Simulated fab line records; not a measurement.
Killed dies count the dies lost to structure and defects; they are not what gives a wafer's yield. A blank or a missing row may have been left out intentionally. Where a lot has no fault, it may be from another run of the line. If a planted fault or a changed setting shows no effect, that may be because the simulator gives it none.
The tool behind it: which one? + flow n5 finfet + Sampling: 11 lots, 33 wafers, 3 of 1938 route steps

WHAT EACH GAUGE READ, for each wafer
N5_BEOL_M7_OVL_MEAS_12. Usual: M7_OVL 0.1 nm, standard deviation 0.65.
| lot  | measured     | on         | M7_OVL (nm)   | flag |
|------|--------------|------------|---------------|------|
| L633 | day 8 20:47  | overlay-01 | 0.0 1.1 1.4   |      |
| L634 | day 9 03:05  | overlay-02 | 0.0 0.1 0.1   |      |
| L635 | day 9 03:13  | overlay-01 | 0.3 0.9 0.8   |      |
| L636 | day 9 07:04  | overlay-01 | 0.2 0.4 0.0   |      |
| L637 | day 9 19:56  | overlay-02 | 0.8 1.0 0.1   |      |
| L638 | day 10 01:16 | overlay-02 | -0.4 -0.5 0.6 |      |
| L646 | day 12 07:55 | overlay-01 | 0.4 -0.1 1.1  |      |
| L645 | day 12 08:11 | overlay-01 | 0.1 -0.2 -0.3 |      |
| L649 | day 13 11:46 | overlay-02 | 0.7 0.6 -0.4  |      |
| L652 | day 14 15:09 | overlay-01 | 0.5 0.1 0.5   |      |
| L654 | day 14 23:11 | overlay-02 | 0.4 -0.1 -0.4 |      |

N5_BEOL_M7_CD_MEAS_28 targets a cd of 40 nm. Usual: 39.96 nm for cd nm, sd 0.26.
| lot  | measured     | on        | cd nm (nm)        | flag |
|------|--------------|-----------|-------------------|------|
| L633 | day 8 22:25  | cd sem-03 | 39.93 39.83 39.86 |      |
| L634 | day 9 04:28  | cd sem-01 | 39.92 40.11 40.01 |      |
| L635 | day 9 04:31  | cd sem-02 | 40.12 40.18 39.96 |      |
| L636 | day 9 09:15  | cd sem-02 | 39.75 39.96 40.22 |      |
| L637 | day 9 20:45  | cd sem-02 | 39.97 39.56 39.66 |      |
| L638 | day 10 03:49 | cd sem-02 | 40.27 39.99 39.65 |      |
| L646 | day 12 10:08 | cd sem-01 | 39.58 39.77 39.92 |      |
| L645 | day 12 10:16 | cd sem-03 | 40.52 40.09 39.94 |      |
| L649 | day 13 14:16 | cd sem-03 | 39.90 39.92 40.07 |      |
| L652 | day 14 16:43 | cd sem-03 | 39.90 39.72 40.33 |      |
| L654 | day 15 00:10 | cd sem-02 | 40.23 40.13 39.88 |      |

WHAT TOOL EACH LOT RAN ON (gives the tool, then ch and the chambers of the sampled wafers, and finally the start)
| lot  | N5_BEOL_M7_COAT_64                |
|------|-----------------------------------|
| L633 | litho track-03 ch 0, day 8 22:10  |
| L634 | litho track-03 ch 0, day 9 04:12  |
| L635 | litho track-04 ch 0, day 9 04:12  |
| L636 | litho track-04 ch 0, day 9 08:59  |
| L637 | litho track-02 ch 0, day 9 20:29  |
| L638 | litho track-04 ch 0, day 10 03:31 |
| L646 | litho track-03 ch 0, day 12 09:52 |
| L645 | litho track-03 ch 0, day 12 09:58 |
| L649 | litho track-04 ch 0, day 13 13:52 |
| L652 | litho track-04 ch 0, day 14 16:20 |
| L654 | litho track-04 ch 0, day 14 23:46 |
- N5_BEOL_M7_COAT_64: time 60 s, resist thk 12 nm.

AS READ BY THE TOOLS THEMSELVES (means over the sampled wafers that have a number; for cases with no such wafer, the mark the record gives instead)
N5_BEOL_M7_COAT_64. Usual: chill plate temp C 22.98 C, standard deviation 0.094; spin speed rpm 1500.2 rpm, standard deviation 1.
| lot  | tool           | chill plate temp C (C) | spin speed rpm (rpm) | flag |
|------|----------------|------------------------|----------------------|------|
| L633 | litho track-03 | 22.97                  | 1500.3               |      |
| L634 | litho track-03 | 22.96                  | 1499.3               |      |
| L635 | litho track-04 | 23.05                  | 1500.1               |      |
| L636 | litho track-04 | 23.03                  | 1500.1               |      |
| L637 | litho track-02 | 22.94                  | 1500.5               |      |
| L638 | litho track-04 | 22.91                  | 1500.3               |      |
| L646 | litho track-03 | 23.04                  | 1419.3               | OFF  |
| L645 | litho track-03 | 22.90                  | 1422.1               | OFF  |
| L649 | litho track-04 | 23.08                  | 1499.7               |      |
| L652 | litho track-04 | 23.10                  | 1501.3               |      |
| L654 | litho track-04 | 22.95                  | 1500.0               |      |

THE ANSWER, worked out from the rows above alone
Rule: a lot counts as off when the mean over its wafers that have a number is more than 3 standard deviations away from the usual mean. A lot without any number at a reading at which 4 lots or more have one is off too. All remaining lots with rows at the step are treated as sound. First the gauges in route order, then the tools' own readings, where a lot's mean is used as printed above. At the first step where some lot is off, the reading lying furthest off is the one used; lots without a number count as furthest.
Off: L646, L645 (N5_BEOL_M7_COAT_64, spin speed rpm).
A tool fits if, at that step or a process step before it, it ran every lot that is off, and no sound lot after the first of them. One fits: litho track-03 at N5_BEOL_M7_COAT_64. A fault onset in the window from L634 (day 9 04:12, its last sound lot) to L646 (day 12 09:52, its first lot off) fits.
The tool's own readings at N5_BEOL_M7_COAT_64 bear it out: on the lots that are off they differ by more than 5 times the standard deviation of the sound lots' means. spin speed rpm reads 1420.7 rpm there against 1500.2 rpm on the sound lots.

WHAT THE SIMULATOR PUT IN
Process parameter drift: litho track-03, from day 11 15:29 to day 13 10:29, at N5_BEOL_M7_COAT_64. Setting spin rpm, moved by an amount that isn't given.
Struck lots among those shown: L646, L645. This agrees with what the rule above found.
